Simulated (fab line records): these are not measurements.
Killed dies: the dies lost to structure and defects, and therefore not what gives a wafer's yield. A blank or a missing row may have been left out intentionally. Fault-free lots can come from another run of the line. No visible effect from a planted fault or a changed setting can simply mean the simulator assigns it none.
Matching of chambers ; flow n5_finfet ; N5_GATE_CUT_CMP_43 on cmp-02 has 4 sister chambers
The step polishes SiO2. 14 wafers are shown with their chamber, then 7 later ones without.

WAFERS PAIRED WITH THEIR CHAMBERS
wafer;chamber;motor_current_A (A)
L078.3;3;12.3
L078.4;1;12.0
L078.5;3;12.7
L079.1;1;13.0
L079.2;0;12.8
L079.6;1;12.6
L085.1;2;11.6
L085.4;0;13.2
L085.5;0;13.0
L086.4;1;12.0
L086.5;1;12.4
L086.6;2;11.1
L091.1;2;11.1
L091.3;0;13.2

SIGNATURES (means of the wafers above)
reading;chamber 0;chamber 1;chamber 2;chamber 3;scatter within a chamber
motor_current_A;13.050;12.400;11.267;12.500;0.328
Rule: for a wafer and a chamber, the distance is found by dividing, reading by reading, the gap between the wafer's reading and the chamber's mean by the reading's scatter, squaring, summing and taking the root. The wafer belongs to the nearest chamber; if the next one is less than 2 further off, it can't be placed. The scatter: take each reading less its chamber's mean, square it, sum over the shown wafers, divide by the number of wafers less the number of chambers, and take the root.

WAFERS WHOSE CHAMBER IS MISSING
wafer;motor_current_A (A)
L091.6;11.6
L093.2;13.4
L093.4;12.3
L093.6;12.2
L096.1;12.8
L096.2;10.6
L096.6;10.4

CHAMBER TAKEN BY EACH
wafer;from the rows above;in truth
L091.6;can't be placed: 2 or 1 or 3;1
L093.2;can't be placed: 0 or 3 or 1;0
L093.4;can't be placed: 1 or 3 or 0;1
L093.6;can't be placed: 1 or 3 or 0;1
L096.1;can't be placed: 0 or 3 or 1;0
L096.2;2;2
L096.6;2;2
Placed correctly: 2 of 7. Unplaceable from these rows: 5, with the true chamber sitting among the candidates in 5. Wrongly placed: 0.
